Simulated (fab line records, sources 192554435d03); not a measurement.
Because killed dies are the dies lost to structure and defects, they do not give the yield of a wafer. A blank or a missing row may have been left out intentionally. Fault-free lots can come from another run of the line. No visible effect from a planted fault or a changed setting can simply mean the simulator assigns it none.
Chamber matching    flow n5_finfet    4 sister chambers for N5_BEOL_M2_ETCH_69 on rie_diel-05
The step etches SiARC in CF4, target depth 15.6 nm, time 26 s. 8 wafers are shown with their chamber, then 8 later ones without.

== WAFERS, EACH WITH ITS CHAMBER ==
wafer   chamber  drypump_motor_current_A (A)  throttle_valve_pct (%)
L078.3  1        6.5                          15.94
L083.4  3        5.9                          15.46
L087.4  2        6.3                          15.52
L087.5  0        5.8                          15.25
L090.1  1        6.5                          15.51
L090.4  3        6.0                          15.47
L090.5  0        5.8                          15.27
L091.2  2        6.3                          15.56

== WAFERS WHOSE CHAMBER IS MISSING ==
wafer   drypump_motor_current_A (A)  throttle_valve_pct (%)
L091.3  6.5                          15.54
L091.5  5.8                          15.25
L094.2  6.5                          15.54
L094.4  5.8                          15.29
L094.5  6.3                          15.57
L096.2  6.3                          15.55
L096.3  5.9                          15.51
L096.6  6.0                          15.50

== THE CHAMBER EACH PASSED THROUGH ==
wafer   from the rows above      in truth
L091.3  1                        1
L091.5  0                        0
L094.2  1                        1
L094.4  0                        0
L094.5  2                        2
L096.2  2                        2
L096.3  can't be placed: 3 or 0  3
L096.6  3                        3
7 of 8 placed correctly. Can't be placed from these rows: 1 (the true chamber is among the candidates in 1). Number placed wrongly: 0.
How it was worked out, from the rows above alone: a wafer's distance from a chamber is the root of the sum, over the readings, of the square of ((its reading less the chamber's mean) divided by the reading's scatter). If the next closest chamber is less than 2 further off than the closest, the wafer can't be placed; otherwise it belongs to the closest. A chamber's mean is the mean of its shown wafers. The scatter is the square root of a quotient: the sum, over the shown wafers, of each reading's squared deviation from its chamber's mean, divided by wafers minus chambers.
